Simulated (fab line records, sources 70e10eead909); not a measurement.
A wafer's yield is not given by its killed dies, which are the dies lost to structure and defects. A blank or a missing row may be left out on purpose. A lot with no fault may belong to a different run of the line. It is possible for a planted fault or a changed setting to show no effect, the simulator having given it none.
Matching of chambers || flow nandHarc || NHARC_A_ZERO_WELL_DESCUM_12 on rieDiel-03 has 4 sister chambers
The step chemistry O2, time 3 s. 4 wafers are shown with their chamber, then 12 later ones without.

## EACH WAFER AND ITS CHAMBER
{"wafer": "L081.4", "chamber": 1, "drypumpMotorCurrentA (A)": 5.1}
{"wafer": "L086.1", "chamber": 3, "drypumpMotorCurrentA (A)": 5.2}
{"wafer": "L086.3", "chamber": 0, "drypumpMotorCurrentA (A)": 5.8}
{"wafer": "L086.4", "chamber": 2, "drypumpMotorCurrentA (A)": 5.8}

## WAFERS WITHOUT THEIR CHAMBER
{"wafer": "L086.2", "drypumpMotorCurrentA (A)": 5.1}
{"wafer": "L086.5", "drypumpMotorCurrentA (A)": 5.1}
{"wafer": "L086.6", "drypumpMotorCurrentA (A)": 5.8}
{"wafer": "L094.2", "drypumpMotorCurrentA (A)": 5.8}
{"wafer": "L094.3", "drypumpMotorCurrentA (A)": 5.1}
{"wafer": "L094.5", "drypumpMotorCurrentA (A)": 5.8}
{"wafer": "L096.1", "drypumpMotorCurrentA (A)": 5.1}
{"wafer": "L096.3", "drypumpMotorCurrentA (A)": 5.8}
{"wafer": "L096.4", "drypumpMotorCurrentA (A)": 5.2}
{"wafer": "L097.1", "drypumpMotorCurrentA (A)": 5.8}
{"wafer": "L097.4", "drypumpMotorCurrentA (A)": 5.3}
{"wafer": "L097.5", "drypumpMotorCurrentA (A)": 5.8}

## EACH ONE'S CHAMBER
{"wafer": "L086.2", "from the rows above": 1, "in truth": 1}
{"wafer": "L086.5", "from the rows above": 1, "in truth": 1}
{"wafer": "L086.6", "from the rows above": "can't be placed: 0 or 2", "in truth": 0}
{"wafer": "L094.2", "from the rows above": "can't be placed: 0 or 2", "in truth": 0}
{"wafer": "L094.3", "from the rows above": 1, "in truth": 1}
{"wafer": "L094.5", "from the rows above": "can't be placed: 0 or 2", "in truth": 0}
{"wafer": "L096.1", "from the rows above": 1, "in truth": 1}
{"wafer": "L096.3", "from the rows above": "can't be placed: 0 or 2", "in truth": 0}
{"wafer": "L096.4", "from the rows above": 3, "in truth": 3}
{"wafer": "L097.1", "from the rows above": "can't be placed: 0 or 2", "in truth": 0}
{"wafer": "L097.4", "from the rows above": 3, "in truth": 3}
{"wafer": "L097.5", "from the rows above": "can't be placed: 0 or 2", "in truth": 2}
Correct placement for 6 of the 12. Unplaceable from these rows: 6, with the true chamber sitting among the candidates in 6. Number placed wrongly: 0.
How it was worked out, from the rows above alone: a wafer's distance from a chamber is the root of the sum, over the readings, of the square of ((its reading less the chamber's mean) divided by the reading's scatter). The wafer belongs to the nearest chamber; if the next one is less than 2 further off, it can't be placed. The mean given for a chamber averages the wafers shown for that chamber. The scatter: with one shown wafer a chamber, the root of the mean of the squares of how far each hidden wafer lies from its nearest shown one.
